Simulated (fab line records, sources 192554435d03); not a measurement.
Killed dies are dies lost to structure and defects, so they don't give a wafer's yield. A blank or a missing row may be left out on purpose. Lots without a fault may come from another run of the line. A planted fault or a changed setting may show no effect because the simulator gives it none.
fab line records | flow n5_finfet | part 1 of 2: steps 1 to 3 of 6
record lots=24 wafers=72 last_day=18
route steps=1938 shown BEOL_M6@1210 BEOL_M7@1277
lots that met no fault: from a run of the same line without faults
start_h: hours from the record's first day to the start of the lot's first wafer shown | wait_h: hours since the lot's step before | " the same as in the row above | L1.1+2: a row that stands for several wafers | - no value, or no start given | * or withheld: withheld | < > ~ a bound
route shown NAME@n: a module of which the file shows steps, and the number in the route of the first | usual: mean/standard deviation of fault-free wafers | same: alike in all rows | chamber/n: place in a boat | sites: the reading at each site | _std_site: their standard deviation | _edge_site: outer sites' mean less inner sites' | radius_mm: how far each site lies from the wafer's centre | mask NAME#n: copy n | behind: the tool/chamber that last shaped the wafer | hold: why the lot was held/for how many hours/how that ended | device: the transistor (n, p or np) that didn't switch | end of line: the same wafers' tests at the end of the route | a step without rows: its recipe alone | killed: dies lost to structure and defects at the first sort, not the wafer's yield | map: a wafer's dies, x killed, . not, _ none there
set.NAME: the setting as run; set.NAME@STEP: as run at that earlier step | model.NAME: the simulator's own value behind a step, which no gauge read
steps of the route over a sample of lots; a table a step, a row a wafer
services: from which hour (start_h, from the record's first day; less than 0 if before it) a tool's chamber was out of use, for how many hours, and why
## steps
# step N5_BEOL_M6_DESCUM_16
# recipe chemistry=O2 time_s=7.9 source_power_w=50 bias_power_w=20 pressure_mtorr=20 rf_frequency_hz=2.712e+07 temp_c=40 resist=CAR-ArF o2_flow_sccm=225
# usual drypump_motor_current_A=5.5/0.38 o2_flow_sccm=224.9/0.75 oes_product_au=0.81/0.069 rf_vpp_V=243.6/1.4 showerhead_plenum_p_Torr=2.13/0.072 throttle_valve_pct=20.43/0.26
# same time_s=7.9
# columns lot.wafer tool chamber start_h wait_h drypump_motor_current_A o2_flow_sccm oes_product_au rf_hours_counter_h rf_vpp_V showerhead_plenum_p_Torr throttle_valve_pct
L074.1 rie_diel-01 1 174.06 0.8 5.7 225.2 0.89 25 244.5 2.22 20.63
L074.2 " 2 " " 5.2 225.5 0.81 83 243.5 2.09 19.92
L074.3 " 3 " " 5.7 224.4 0.77 115 243.5 2.11 20.74
L075.1 rie_diel-01 3 181.79 0.6 5.7 224.5 0.77 118 242.6 2.11 20.75
L075.4 " 1 " " 5.7 223.8 0.88 28 244.7 2.22 20.63
L075.6 " 3 " " 5.7 223.8 0.77 - 244.0 2.11 20.74
L077.4 rie_diel-02 3 197.45 0.2 5.2 224.0 0.75 135 241.8 2.11 20.55
L077.5 " 3 " " 5.2 223.4 0.75 - 244.6 2.11 20.57
L077.6 " 2 " " 6.3 225.2 0.85 - 244.2 2.19 20.22
L076.3 rie_diel-01 2 200.40 0.1 5.2 225.6 0.80 93 244.1 2.09 19.92
L076.4 " 3 " " 5.7 223.9 0.76 - 242.8 2.11 20.74
L076.5 " 1 " " 5.7 224.9 0.88 - 245.6 2.22 20.65
L079.1 rie_diel-05 3 205.11 0.0 5.1 225.0 0.83 90 244.9 2.13 20.62
L079.2 " 0 " " 5.4 225.4 0.86 62 242.9 2.02 20.46
L079.3 " 1 " " 5.6 224.8 0.75 146 243.7 2.22 20.24
L078.2 rie_diel-05 0 212.90 0.0 5.4 224.5 0.86 66 242.5 2.02 20.45
L078.4 " 2 " " 5.2 225.3 1.00 1 244.7 2.15 20.08
L078.5 " 3 " " 5.1 225.1 0.83 - 242.6 2.12 20.62
L080.2 rie_diel-05 0 227.47 0.0 5.4 224.7 0.85 71 242.2 2.02 20.48
L080.4 " 0 " " 5.4 224.7 0.84 - 241.5 2.02 20.48
L080.5 " 1 " " 5.6 225.5 0.75 - 245.5 2.22 20.24
L081.2 rie_diel-02 3 229.67 0.0 5.2 226.0 0.73 145 241.9 2.11 20.58
L081.3 " 1 " " 5.0 225.6 0.79 113 243.5 2.22 20.56
L081.5 " 1 " " 4.9 225.3 0.79 - 244.7 2.22 20.57
L083.1 rie_diel-02 3 230.35 0.5 5.2 224.2 0.74 145 243.3 2.11 20.57
L083.3 " 1 " " 5.0 225.7 0.78 113 245.6 2.22 20.55
L083.4 " 0 " " 4.9 225.5 0.76 166 243.4 2.09 20.39
L082.1 rie_diel-05 0 234.89 0.0 5.4 225.8 0.85 75 240.3 2.02 20.48
L082.4 " 2 " " 5.2 223.8 0.96 7 244.8 2.15 20.11
L082.6 " 0 " " 5.4 226.9 0.84 - 240.9 2.02 20.49
L084.1 rie_diel-01 0 246.13 0.3 6.0 224.7 0.96 13 246.4 2.21 20.12
L084.4 " 3 " " 5.7 224.5 0.75 145 243.9 2.10 20.78
L084.6 " 1 " " 5.7 224.1 0.86 - 243.8 2.21 20.67
L085.1 rie_diel-05 3 253.62 0.0 5.1 223.1 0.81 109 243.9 2.12 20.64
L085.2 " 2 " " 5.2 225.1 0.94 13 241.9 2.15 20.11
L085.3 " 0 " " 5.4 225.3 0.85 82 239.3 2.02 20.49
L086.3 rie_diel-05 3 259.71 0.1 5.1 223.6 0.82 112 243.4 2.12 20.65
L086.4 " 2 " " 5.2 225.3 0.94 15 243.9 2.14 20.12
L086.6 " 2 " " 5.2 225.6 0.94 - 244.8 2.14 20.10
L087.2 rie_diel-01 1 271.76 0.0 5.7 225.5 0.82 64 245.0 2.21 20.70
L087.3 " 0 " " 6.0 225.8 0.94 17 245.0 2.21 20.11
L087.4 " 3 " " 5.7 225.0 0.74 156 243.8 2.09 20.78
L089.2 rie_diel-02 1 274.51 0.0 5.0 225.6 0.77 130 243.3 2.21 20.57
L089.4 " 0 " " 4.8 223.7 0.75 183 242.3 2.08 20.42
L089.5 " 1 " " 4.9 224.9 0.76 - 245.6 2.21 20.58
L088.3 rie_diel-05 1 280.01 0.5 5.6 225.6 0.74 173 245.1 2.21 20.29
L088.4 " 3 " " 5.1 226.4 0.81 116 244.3 2.12 20.65
L088.5 " 0 " " 5.4 224.9 0.83 - 242.7 2.01 20.49
L090.1 rie_diel-05 2 292.59 0.2 5.2 224.8 0.91 26 242.8 2.14 20.14
L090.2 " 3 " " 5.1 225.0 0.80 120 242.0 2.12 20.65
L090.3 " 0 " " 5.4 224.6 0.82 96 242.2 2.01 20.53
L091.1 rie_diel-01 3 301.89 0.0 5.7 226.4 0.73 166 242.5 2.09 20.82
L091.5 " 1 " " 5.7 224.5 0.81 - 243.9 2.21 20.69
L091.6 " 2 " " 5.2 224.9 0.75 - 243.3 2.08 20.00
L094.2 rie_diel-05 1 305.48 0.1 5.6 225.2 0.73 181 245.3 2.21 20.30
L094.3 " 2 " " 5.2 224.5 0.91 29 244.1 2.14 20.13
L094.5 " 2 " " 5.1 224.8 0.91 - 244.2 2.14 20.13
L093.2 rie_diel-05 2 308.90 0.0 5.2 226.0 0.90 30 244.8 2.14 20.13
L093.4 " 0 " " 5.4 225.8 0.82 99 241.4 2.01 20.53
L093.6 " 3 " " 5.1 225.3 0.80 - 244.1 2.11 20.66
L095.1 rie_diel-01 2 315.75 0.0 5.2 225.2 0.76 138 242.3 2.07 20.01
L095.4 " 0 " " 6.0 225.4 0.91 32 246.0 2.20 20.14
L095.6 " 0 " " 6.0 225.0 0.91 - 244.1 2.20 20.13
L092.1 rie_diel-01 1 322.95 0.0 5.7 223.9 0.80 78 245.8 2.20 20.70
L092.3 " 0 " " 6.0 224.9 0.92 35 243.8 2.20 20.14
L092.4 " 3 " " 5.7 224.6 0.73 174 243.8 2.09 20.82
L096.1 rie_diel-01 1 329.98 0.3 5.7 225.9 0.81 80 244.5 2.20 20.71
L096.4 " 2 " " 5.2 225.7 0.75 143 241.6 2.07 20.02
L096.6 " 3 " " 5.7 224.5 0.73 - 242.4 2.09 20.84
L097.2 rie_diel-05 3 345.54 0.0 5.1 225.9 0.79 137 242.6 2.11 20.69
L097.5 " 0 " " 5.4 223.6 0.82 - 243.2 2.01 20.52
L097.6 " 3 " " 5.1 225.7 0.78 - 243.8 2.11 20.68
# step N5_BEOL_M6_STRIP_19
# recipe chemistry=O2 power_w=400 temp_c=40 pressure_mtorr=30 rf_frequency_hz=6e+07 bias_power_w=0 overash_fraction=0.2 o2_flow_sccm=225
# usual drypump_motor_current_A=5.5/0.43 o2_flow_sccm=225.0/0.64 oes_product_au=0.80/0.072 rf_vpp_V=3.7/0.66 showerhead_plenum_p_Torr=2.14/0.064 throttle_valve_pct=16.66/0.24
# same overash_fraction=0.2
# columns lot.wafer tool chamber start_h wait_h drypump_motor_current_A o2_flow_sccm oes_product_au rf_hours_counter_h rf_vpp_V showerhead_plenum_p_Torr throttle_valve_pct
L074.1 rie_diel-05 2 174.45 0.1 5.2 224.6 0.69 246 3.3 2.16 16.72
L074.2 " 3 " " 5.1 225.5 0.84 78 3.7 2.13 16.81
L074.3 " 1 " " 5.6 224.7 0.77 133 3.2 2.23 16.51
L075.1 rie_diel-01 0 182.38 0.3 6.0 226.0 0.68 246 2.5 1.96 16.90
L075.4 " 1 " " 5.7 225.8 0.89 29 5.0 2.23 16.83
L075.6 " 3 " " 5.7 225.1 0.76 - 4.5 2.11 16.97
L077.4 rie_diel-02 2 197.86 0.1 6.4 225.5 0.84 60 4.1 2.19 16.46
L077.5 " 3 " " 5.2 224.9 0.74 - 2.6 2.12 16.82
L077.6 " 0 " " 4.9 225.7 0.77 - 3.5 2.09 16.59
L076.3 rie_diel-01 3 200.79 0.1 5.7 224.6 0.76 126 3.1 2.11 17.01
L076.4 " 1 " " 5.7 224.4 0.88 - 3.7 2.22 16.82
L076.5 " 3 " " 5.7 225.7 0.77 - 4.0 2.11 17.00
L079.1 rie_diel-02 2 205.49 0.1 6.4 225.8 0.84 62 3.3 2.19 16.48
L079.2 " 1 " " 5.0 224.7 0.78 107 3.3 2.22 16.72
L079.3 " 0 " " 4.9 225.6 0.77 158 2.9 2.09 16.60
L078.2 rie_diel-01 3 213.42 0.2 5.7 224.3 0.76 132 4.5 2.11 17.01
L078.4 " 0 " " 6.0 224.3 1.03 0 2.9 2.22 16.34
L078.5 " 3 " " 5.7 225.0 0.76 - 3.8 2.11 16.99
L080.2 rie_diel-02 0 227.86 0.1 4.8 224.6 0.76 165 3.5 2.09 16.62
L080.4 " 2 " " 6.4 225.3 0.84 68 3.7 2.19 16.48
L080.5 " 1 " " 5.0 224.3 0.77 - 5.0 2.22 16.73
L081.2 rie_diel-05 1 230.19 0.2 5.6 225.0 0.74 156 3.8 2.22 16.54
L081.3 " 3 " " 5.1 224.3 0.82 100 4.0 2.13 16.84
L081.5 " 0 " " 5.4 225.7 0.84 - 3.5 2.02 16.66
L083.1 rie_diel-01 3 230.83 0.2 5.7 225.2 0.75 139 3.8 2.10 17.00
L083.3 " 1 " " 5.7 225.4 0.85 47 5.6 2.22 16.86
L083.4 " 0 " " 6.0 225.1 0.97 7 2.2 2.21 16.36
L082.1 rie_diel-01 2 235.28 0.1 5.2 225.1 0.80 107 4.0 2.09 16.25
L082.4 " 1 " " 5.7 224.3 0.85 49 3.8 2.22 16.85
L082.6 " 1 " " 5.7 223.1 0.85 - 2.4 2.22 16.87
L084.1 rie_diel-01 1 246.52 0.1 5.7 223.8 0.85 53 2.9 2.22 16.88
L084.4 " 3 " " 5.7 225.7 0.75 145 4.3 2.10 17.02
L084.6 " 1 " " 5.7 224.7 0.85 - 4.6 2.22 16.86
L085.1 rie_diel-02 1 254.07 0.1 5.0 225.0 0.76 122 2.1 2.22 16.75
L085.2 " 3 " " 5.2 224.3 0.73 154 3.8 2.11 16.85
L085.3 " 2 " " 6.3 225.6 0.82 77 3.4 2.19 16.48
L086.3 rie_diel-05 1 260.10 0.1 5.6 224.5 0.75 167 4.1 2.22 16.57
L086.4 " 0 " " 5.4 224.9 0.84 85 2.8 2.02 16.68
L086.6 " 2 " " 5.2 225.6 0.94 - 3.7 2.15 16.36
L087.2 rie_diel-01 3 272.15 0.1 5.7 224.7 0.73 156 2.7 2.10 17.05
L087.3 " 0 " " 6.0 224.9 0.94 17 4.9 2.21 16.40
L087.4 " 2 " " 5.2 225.6 0.78 122 3.6 2.08 16.26
L089.2 rie_diel-01 3 274.91 0.1 5.7 225.5 0.74 157 4.5 2.10 17.04
L089.4 " 1 " " 5.7 224.4 0.83 65 4.2 2.21 16.88
L089.5 " 0 " " 6.1 224.8 0.93 - 3.8 2.21 16.39
L088.3 rie_diel-05 3 280.89 0.5 5.1 225.3 0.80 116 3.4 2.12 16.84
L088.4 " 1 " " 5.6 224.4 0.73 174 3.7 2.22 16.56
L088.5 " 3 " " 5.1 226.0 0.80 - 3.4 2.12 16.87
L090.1 rie_diel-02 0 293.04 0.1 4.9 223.7 0.73 190 2.8 2.08 16.66
L090.2 " 1 " " 5.0 224.8 0.75 137 3.3 2.21 16.78
L090.3 " 3 " " 5.2 223.7 0.72 168 4.0 2.10 16.86
L091.1 rie_diel-01 3 302.28 0.1 5.7 224.7 0.74 167 3.2 2.09 17.06
L091.5 " 3 " " 5.7 225.3 0.73 - 4.5 2.09 17.05
L091.6 " 0 " " 6.0 225.1 0.91 - 3.0 2.21 16.42
L094.2 rie_diel-01 0 305.87 0.1 6.0 224.7 0.91 28 4.8 2.21 16.40
L094.3 " 2 " " 5.2 223.9 0.76 135 3.0 2.08 16.30
L094.5 " 3 " " 5.7 224.9 0.73 - 2.8 2.09 17.06
L093.2 rie_diel-02 1 309.29 0.1 4.9 224.5 0.75 141 4.3 2.21 16.77
L093.4 " 3 " " 5.2 224.6 0.71 172 3.7 2.10 16.91
L093.6 " 0 " " 4.9 224.9 0.74 - 3.7 2.08 16.66
L095.1 rie_diel-05 3 316.14 0.1 5.1 225.0 0.79 127 4.5 2.12 16.88
L095.4 " 2 " " 5.2 224.1 0.91 33 3.7 2.14 16.35
L095.6 " 1 " " 5.6 224.5 0.73 - 3.5 2.21 16.60
L092.1 rie_diel-05 0 323.36 0.1 5.4 225.3 0.82 103 4.8 2.01 16.72
L092.3 " 3 " " 5.1 224.3 0.80 129 3.8 2.12 16.88
L092.4 " 1 " " 5.6 226.0 0.74 186 3.8 2.21 16.58
L096.1 rie_diel-02 1 330.46 0.2 5.0 225.5 0.74 149 4.5 2.21 16.81
L096.4 " 0 " " 4.8 225.4 0.73 203 3.9 2.08 16.69
L096.6 " 2 " " 6.3 224.7 0.79 - 3.3 2.18 16.55
L097.2 rie_diel-02 0 346.05 0.2 4.9 225.7 0.73 209 4.3 2.08 16.68
L097.5 " 0 " " 4.9 224.9 0.73 - 3.1 2.08 16.71
L097.6 " 3 " " 5.2 225.3 0.71 - 3.8 2.10 16.92
# step N5_BEOL_M6_DESCUM_33
# recipe chemistry=O2 time_s=7 source_power_w=50 bias_power_w=20 pressure_mtorr=20 rf_frequency_hz=2.712e+07 temp_c=40 resist=CAR-EUV o2_flow_sccm=225
# usual drypump_motor_current_A=5.4/0.47 o2_flow_sccm=225.0/0.68 oes_product_au=0.79/0.063 rf_vpp_V=244.0/1.3 showerhead_plenum_p_Torr=2.14/0.062 throttle_valve_pct=20.43/0.26
# same time_s=7
# columns lot.wafer tool chamber start_h wait_h drypump_motor_current_A o2_flow_sccm oes_product_au rf_hours_counter_h rf_vpp_V showerhead_plenum_p_Torr throttle_valve_pct
L074.1 rie_diel-01 2 176.26 0.0 5.1 226.0 0.81 83 244.2 2.09 19.92
L074.2 " 1 " " 5.7 225.9 0.90 26 245.6 2.22 20.63
L074.3 " 0 " " 6.0 224.8 0.70 244 242.1 1.95 20.62
L075.1 rie_diel-02 2 185.65 0.2 6.3 225.9 0.84 56 245.1 2.19 20.21
L075.4 " 1 " " 5.0 224.7 0.78 - 243.7 2.22 20.53
L075.6 " 2 " " 6.3 225.1 0.85 - 244.7 2.19 20.22
L077.4 rie_diel-02 3 198.58 0.2 5.2 225.6 0.75 136 243.6 2.11 20.56
L077.5 " 2 " " 6.3 225.5 0.84 - 246.1 2.19 20.22
L077.6 " 1 " " 5.0 223.7 0.79 - 244.9 2.22 20.53
L076.3 rie_diel-05 3 202.34 0.0 5.1 222.7 0.82 90 243.6 2.13 20.61
L076.4 " 0 " " 5.4 224.6 0.86 - 241.8 2.02 20.47
L076.5 " 3 " " 5.1 224.0 0.84 - 243.9 2.13 20.62
L079.1 rie_diel-01 2 206.80 0.4 5.2 225.7 0.79 96 242.5 2.09 19.95
L079.2 " 1 " " 5.7 225.6 0.88 38 244.5 2.22 20.63
L079.3 " 3 " " 5.7 224.8 0.76 129 244.4 2.10 20.76
L078.2 rie_diel-02 1 214.94 0.1 5.0 224.7 0.79 109 244.0 2.22 20.55
L078.4 " 3 " " 5.2 224.0 0.74 140 242.7 2.11 20.57
L078.5 " 0 " " 4.9 225.1 0.76 - 242.5 2.09 20.39
L080.2 rie_diel-01 0 228.36 0.0 6.0 223.7 0.98 5 245.2 2.21 20.10
L080.4 " 2 " " 5.2 224.8 0.79 105 243.1 2.09 19.96
L080.5 " 0 " " 6.1 224.7 0.98 - 245.2 2.21 20.11
L083.1 rie_diel-02 0 232.16 0.3 4.9 224.9 0.76 167 242.5 2.09 20.40
L083.3 " 2 " " 6.4 225.1 0.83 70 244.4 2.19 20.23
L083.4 " 3 " " 5.2 225.5 0.73 146 242.1 2.11 20.57
L081.2 rie_diel-05 0 232.19 0.1 5.4 225.8 0.85 74 240.6 2.02 20.46
L081.3 " 2 " " 5.1 224.4 0.97 6 242.8 2.15 20.10
L081.5 " 1 " " 5.6 225.3 0.75 - 244.2 2.22 20.25
L082.1 rie_diel-01 2 235.90 0.0 5.2 224.2 0.79 107 244.4 2.08 19.96
L082.4 " 1 " " 5.7 226.0 0.85 49 245.3 2.21 20.63
L082.6 " 0 " " 6.1 225.4 0.97 - 246.7 2.21 20.11
L084.1 rie_diel-02 0 247.26 0.0 4.9 224.7 0.75 174 244.9 2.08 20.40
L084.4 " 3 " " 5.2 226.0 0.72 152 243.6 2.11 20.60
L084.6 " 1 " " 5.0 225.2 0.77 - 245.3 2.22 20.59
L085.1 rie_diel-01 3 254.57 0.0 5.7 225.6 0.74 149 243.4 2.10 20.80
L085.2 " 1 " " 5.7 225.2 0.83 57 245.4 2.21 20.67
L085.3 " 2 " " 5.2 224.3 0.78 115 244.2 2.08 19.96
L086.3 rie_diel-01 3 263.72 0.4 5.7 225.2 0.74 153 242.7 2.10 20.80
L086.4 " 1 " " 5.7 224.1 0.83 61 245.8 2.21 20.68
L086.6 " 2 " " 5.2 224.8 0.78 - 243.0 2.08 19.99
L087.2 rie_diel-01 3 274.37 0.1 5.7 225.4 0.74 156 244.0 2.09 20.81
L087.3 " 2 " " 5.2 225.6 0.78 123 243.3 2.08 19.99
L087.4 " 1 " " 5.7 225.7 0.82 65 244.8 2.21 20.68
L089.2 rie_diel-01 1 276.64 0.0 5.7 223.9 0.81 65 244.8 2.21 20.68
L089.4 " 0 " " 6.0 225.8 0.93 18 245.2 2.21 20.12
L089.5 " 2 " " 5.2 225.2 0.77 - 244.4 2.08 19.98
L088.3 rie_diel-02 3 281.86 0.3 5.2 224.4 0.72 163 243.2 2.10 20.60
L088.4 " 0 " " 4.9 224.4 0.75 186 243.3 2.08 20.41
L088.5 " 1 " " 4.9 225.0 0.75 - 244.6 2.21 20.58
L090.1 rie_diel-02 0 294.22 0.0 4.9 224.8 0.74 190 242.6 2.08 20.43
L090.2 " 3 " " 5.2 225.1 0.72 168 243.2 2.10 20.61
L090.3 " 1 " " 5.0 224.5 0.76 137 245.2 2.21 20.60
L091.1 rie_diel-02 2 305.45 0.0 6.4 226.2 0.81 94 244.5 2.18 20.27
L091.5 " 3 " " 5.2 226.3 0.72 - 243.8 2.10 20.62
L091.6 " 0 " " 4.9 225.7 0.74 - 242.8 2.08 20.45
L093.2 rie_diel-05 2 311.01 0.0 5.1 224.7 0.91 31 244.1 2.14 20.13
L093.4 " 0 " " 5.4 225.2 0.82 100 242.9 2.01 20.52
L093.6 " 3 " " 5.1 225.1 0.80 - 243.2 2.11 20.67
L094.2 rie_diel-01 0 311.27 0.1 6.0 225.8 0.91 30 244.7 2.20 20.13
L094.3 " 3 " " 5.7 226.0 0.72 170 244.7 2.09 20.81
L094.5 " 2 " " 5.2 225.2 0.76 - 243.8 2.07 20.01
L095.1 rie_diel-01 3 317.51 0.0 5.7 224.6 0.73 172 243.4 2.09 20.81
L095.4 " 2 " " 5.2 224.8 0.76 139 242.9 2.07 20.00
L095.6 " 1 " " 5.7 226.0 0.81 - 245.0 2.20 20.71
L092.1 rie_diel-02 1 325.73 0.2 5.0 224.5 0.75 148 244.8 2.21 20.59
L092.3 " 0 " " 4.9 225.9 0.74 202 241.8 2.07 20.45
L092.4 " 2 " " 6.3 225.0 0.81 100 245.5 2.17 20.28
L096.1 rie_diel-02 0 331.50 0.0 4.9 224.0 0.73 203 243.1 2.07 20.44
L096.4 " 3 " " 5.2 224.7 0.71 181 244.2 2.10 20.62
L096.6 " 3 " " 5.2 225.6 0.72 - 243.6 2.10 20.62
L097.2 rie_diel-02 1 348.01 0.4 5.0 224.0 0.74 156 243.3 2.20 20.62
L097.5 " 1 " " 4.9 224.7 0.73 - 244.0 2.20 20.61
L097.6 " 2 " " 6.4 224.9 0.79 - 243.7 2.17 20.29
